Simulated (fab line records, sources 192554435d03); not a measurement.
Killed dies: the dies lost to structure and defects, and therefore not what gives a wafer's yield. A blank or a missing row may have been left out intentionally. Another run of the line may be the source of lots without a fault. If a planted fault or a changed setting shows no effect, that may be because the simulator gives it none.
Chamber matching :: flow n5Finfet :: 4 sister chambers for N5_BEOL_M3_ETCH_77 on rieDiel-05
The step etches underlayer in N2/H2, target depth 6.5 nm, time 5.2 s. 24 wafers are shown with their chamber, then 12 later ones without.

WAFERS WITH THEIR CHAMBER
wafer: L075.2
chamber: 0
drypumpMotorCurrentA (A): 5.6
showerheadPlenumPTorr (Torr): 2.52
throttleValvePct (%): 17.95

wafer: L075.4
chamber: 2
drypumpMotorCurrentA (A): 4.8
showerheadPlenumPTorr (Torr): 2.59
throttleValvePct (%): 17.55

wafer: L075.6
chamber: 0
drypumpMotorCurrentA (A): 5.6
showerheadPlenumPTorr (Torr): 2.52
throttleValvePct (%): 17.95

wafer: L076.1
chamber: 3
drypumpMotorCurrentA (A): 6.1
showerheadPlenumPTorr (Torr): 2.55
throttleValvePct (%): 17.90

wafer: L076.2
chamber: 2
drypumpMotorCurrentA (A): 4.8
showerheadPlenumPTorr (Torr): 2.59
throttleValvePct (%): 17.55

wafer: L076.5
chamber: 3
drypumpMotorCurrentA (A): 6.1
showerheadPlenumPTorr (Torr): 2.55
throttleValvePct (%): 17.92

wafer: L078.2
chamber: 0
drypumpMotorCurrentA (A): 5.6
showerheadPlenumPTorr (Torr): 2.52
throttleValvePct (%): 17.97

wafer: L078.4
chamber: 3
drypumpMotorCurrentA (A): 6.1
showerheadPlenumPTorr (Torr): 2.55
throttleValvePct (%): 17.92

wafer: L078.5
chamber: 3
drypumpMotorCurrentA (A): 6.1
showerheadPlenumPTorr (Torr): 2.55
throttleValvePct (%): 17.92

wafer: L081.3
chamber: 2
drypumpMotorCurrentA (A): 4.9
showerheadPlenumPTorr (Torr): 2.59
throttleValvePct (%): 17.58

wafer: L081.4
chamber: 1
drypumpMotorCurrentA (A): 6.5
showerheadPlenumPTorr (Torr): 2.49
throttleValvePct (%): 17.61

wafer: L081.5
chamber: 3
drypumpMotorCurrentA (A): 6.1
showerheadPlenumPTorr (Torr): 2.55
throttleValvePct (%): 17.94

wafer: L080.1
chamber: 2
drypumpMotorCurrentA (A): 4.9
showerheadPlenumPTorr (Torr): 2.58
throttleValvePct (%): 17.58

wafer: L080.3
chamber: 0
drypumpMotorCurrentA (A): 5.6
showerheadPlenumPTorr (Torr): 2.51
throttleValvePct (%): 17.98

wafer: L080.6
chamber: 0
drypumpMotorCurrentA (A): 5.6
showerheadPlenumPTorr (Torr): 2.51
throttleValvePct (%): 17.99

wafer: L082.2
chamber: 2
drypumpMotorCurrentA (A): 4.8
showerheadPlenumPTorr (Torr): 2.58
throttleValvePct (%): 17.58

wafer: L082.3
chamber: 0
drypumpMotorCurrentA (A): 5.6
showerheadPlenumPTorr (Torr): 2.51
throttleValvePct (%): 17.98

wafer: L082.5
chamber: 2
drypumpMotorCurrentA (A): 4.8
showerheadPlenumPTorr (Torr): 2.58
throttleValvePct (%): 17.58

wafer: L086.1
chamber: 3
drypumpMotorCurrentA (A): 6.1
showerheadPlenumPTorr (Torr): 2.55
throttleValvePct (%): 17.98

wafer: L086.2
chamber: 0
drypumpMotorCurrentA (A): 5.6
showerheadPlenumPTorr (Torr): 2.51
throttleValvePct (%): 17.99

wafer: L086.3
chamber: 2
drypumpMotorCurrentA (A): 4.8
showerheadPlenumPTorr (Torr): 2.58
throttleValvePct (%): 17.59

wafer: L086.4
chamber: 1
drypumpMotorCurrentA (A): 6.5
showerheadPlenumPTorr (Torr): 2.49
throttleValvePct (%): 17.64

wafer: L086.5
chamber: 2
drypumpMotorCurrentA (A): 4.8
showerheadPlenumPTorr (Torr): 2.58
throttleValvePct (%): 17.59

wafer: L086.6
chamber: 3
drypumpMotorCurrentA (A): 6.1
showerheadPlenumPTorr (Torr): 2.55
throttleValvePct (%): 17.94

SIGNATURES, as means of the wafers listed above
reading: drypumpMotorCurrentA
chamber 0: 5.600
chamber 1: 6.500
chamber 2: 4.825
chamber 3: 6.100
scatter within a chamber: 0.0274

reading: showerheadPlenumPTorr
chamber 0: 2.5143
chamber 1: 2.4900
chamber 2: 2.5838
chamber 3: 2.5500
scatter within a chamber: 0.00424

reading: throttleValvePct
chamber 0: 17.9729
chamber 1: 17.6250
chamber 2: 17.5750
chamber 3: 17.9314
scatter within a chamber: 0.0198
Rule: a wafer's distance from a chamber is the root of the sum, over the readings, of the square of ((its reading less the chamber's mean) divided by the reading's scatter). The wafer belongs to the nearest chamber; if the next one is less than 2 further off, it can't be placed. The scatter: take each reading less its chamber's mean, square it, sum over the shown wafers, divide by the number of wafers less the number of chambers, and take the root.

WAFERS WHOSE CHAMBER IS MISSING
wafer: L087.3
drypumpMotorCurrentA (A): 4.9
showerheadPlenumPTorr (Torr): 2.58
throttleValvePct (%): 17.60

wafer: L087.5
drypumpMotorCurrentA (A): 4.8
showerheadPlenumPTorr (Torr): 2.58
throttleValvePct (%): 17.60

wafer: L087.6
drypumpMotorCurrentA (A): 6.5
showerheadPlenumPTorr (Torr): 2.48
throttleValvePct (%): 17.66

wafer: L088.1
drypumpMotorCurrentA (A): 6.1
showerheadPlenumPTorr (Torr): 2.54
throttleValvePct (%): 17.96

wafer: L088.2
drypumpMotorCurrentA (A): 5.6
showerheadPlenumPTorr (Torr): 2.51
throttleValvePct (%): 18.01

wafer: L088.5
drypumpMotorCurrentA (A): 5.6
showerheadPlenumPTorr (Torr): 2.51
throttleValvePct (%): 18.01

wafer: L091.3
drypumpMotorCurrentA (A): 6.5
showerheadPlenumPTorr (Torr): 2.48
throttleValvePct (%): 17.66

wafer: L091.5
drypumpMotorCurrentA (A): 5.6
showerheadPlenumPTorr (Torr): 2.50
throttleValvePct (%): 17.99

wafer: L091.6
drypumpMotorCurrentA (A): 6.5
showerheadPlenumPTorr (Torr): 2.48
throttleValvePct (%): 17.65

wafer: L093.1
drypumpMotorCurrentA (A): 5.6
showerheadPlenumPTorr (Torr): 2.50
throttleValvePct (%): 18.03

wafer: L093.4
drypumpMotorCurrentA (A): 6.1
showerheadPlenumPTorr (Torr): 2.54
throttleValvePct (%): 17.95

wafer: L093.5
drypumpMotorCurrentA (A): 4.8
showerheadPlenumPTorr (Torr): 2.58
throttleValvePct (%): 17.59

CHAMBER TAKEN BY EACH
wafer: L087.3
from the rows above: 2
in truth: 2

wafer: L087.5
from the rows above: 2
in truth: 2

wafer: L087.6
from the rows above: 1
in truth: 1

wafer: L088.1
from the rows above: 3
in truth: 3

wafer: L088.2
from the rows above: 0
in truth: 0

wafer: L088.5
from the rows above: 0
in truth: 0

wafer: L091.3
from the rows above: 1
in truth: 1

wafer: L091.5
from the rows above: 0
in truth: 0

wafer: L091.6
from the rows above: 1
in truth: 1

wafer: L093.1
from the rows above: 0
in truth: 0

wafer: L093.4
from the rows above: 3
in truth: 3

wafer: L093.5
from the rows above: 2
in truth: 2
Correct placement for 12 of the 12. From these rows, 0 cannot be placed. Number placed wrongly: 0.
